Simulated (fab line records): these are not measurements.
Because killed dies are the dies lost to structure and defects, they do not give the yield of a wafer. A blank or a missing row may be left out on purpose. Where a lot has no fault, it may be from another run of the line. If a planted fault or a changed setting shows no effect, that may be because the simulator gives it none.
A lot that was struck, set against a sound lot -- flow nandHarc -- 14 out of 1159 route steps
Sound: the wafers L751.1, L751.3, L751.5. Struck: wafer L763.6. (L763.1, L763.2 of the same lot were not struck and are left out.) The cause comes at the end.
For every step that has rows: the tool of each side, followed by ch and its chambers, followed by its first start. Under that, the readings that differ: sound wafers -- struck wafers -- difference of the means -- sigmas: that difference in standard deviations of wafers without a fault.
alike: readings whose means differ by less than 2 such deviations, and words and numbers that are the same on both sides. not compared: withheld readings, readings that some wafer has no value for, bounds like >300 that may hide the same value, and numbers for which the record gives no deviation and whose values overlap.
Wherever a step has rows on one side only, a row that says differs or no value, or a row with sigmas, the two part there. Non-overlapping numbers with no deviation appear without sigmas and do not part them. Lack of a reading on every wafer of one side parts them only where that side has two or more wafers.

first, 1 step without rows for these wafers: NHARC_A_ONON_D1_DEP_12 (target thk 1000 nm).
NHARC_A_ONON_D1_THK_MEAS_14: measures by ellipsometry.
  struck on filmMetro-02, day 11 10:08; sound on filmMetro-01, day 8 09:13
  alike: thkNm
then, 2 steps without rows for these wafers: NHARC_A_ONON_D1_ANNEAL_15 (time 3600 s); NHARC_A_ONON_D1_DEP_16 (target thk 1000 nm).
NHARC_A_ONON_D1_THK_MEAS_18: measures by ellipsometry.
  struck on filmMetro-01, day 11 17:50; sound on filmMetro-02, day 8 16:20
  alike: thkNm
next comes 1 step that has no rows for these wafers: NHARC_A_ONON_D1_DEP_19 (target thickness 1000 nm).
NHARC_A_ONON_D1_THK_MEAS_21: measures by ellipsometry.
  struck on filmMetro-01, day 11 18:24; sound on filmMetro-02, day 8 16:55
  alike: thkNm
next comes 1 step that has no rows for these wafers: NHARC_A_ONON_D1_DEP_22 (target thickness 1000 nm).
NHARC_A_ONON_D1_THK_MEAS_24: measures by ellipsometry.
  struck on filmMetro-01, day 11 18:58; sound on filmMetro-01, day 8 17:29
  alike: thkNm
next comes 1 step that has no rows for these wafers: NHARC_A_ONON_D1_DEP_25 (target thickness 1000 nm).
NHARC_A_ONON_D1_THK_MEAS_27: measures by ellipsometry.
  struck on filmMetro-02, day 11 19:32; sound on filmMetro-01, day 8 18:03
  alike: thkNm
NHARC_A_ONON_D1_DEP_28: target thk 1000 nm.
  sound on pecvdOnon-03 ch 0, day 8 18:06; struck on pecvdOnon-03 ch 0, day 11 19:36
NHARC_A_ONON_D1_THK_MEAS_30: measures by ellipsometry.
  struck on filmMetro-02, day 11 20:07; sound on filmMetro-01, day 8 18:38
reading,sound,struck,difference,sigmas
thkNm (nm),995 994 996,1046,+51,+8
NHARC_A_ONON_D1_DEP_33: deposits SiO2, target thk 200 nm.
  sound on pecvd-04 ch 0,2, day 8 18:44; struck on pecvd-04 ch 2, day 11 20:27
  alike: chamberPressureTorr, flowSccm, heaterPowerOuterW, heaterPowerW, throttleValvePct

== WHERE THEY PART ==
Only at NHARC_A_ONON_D1_THK_MEAS_30, within this record. Later steps at which nothing parts them and some readings are alike: NHARC_A_ONON_D1_DEP_33.

WHY: whatever the simulator had introduced
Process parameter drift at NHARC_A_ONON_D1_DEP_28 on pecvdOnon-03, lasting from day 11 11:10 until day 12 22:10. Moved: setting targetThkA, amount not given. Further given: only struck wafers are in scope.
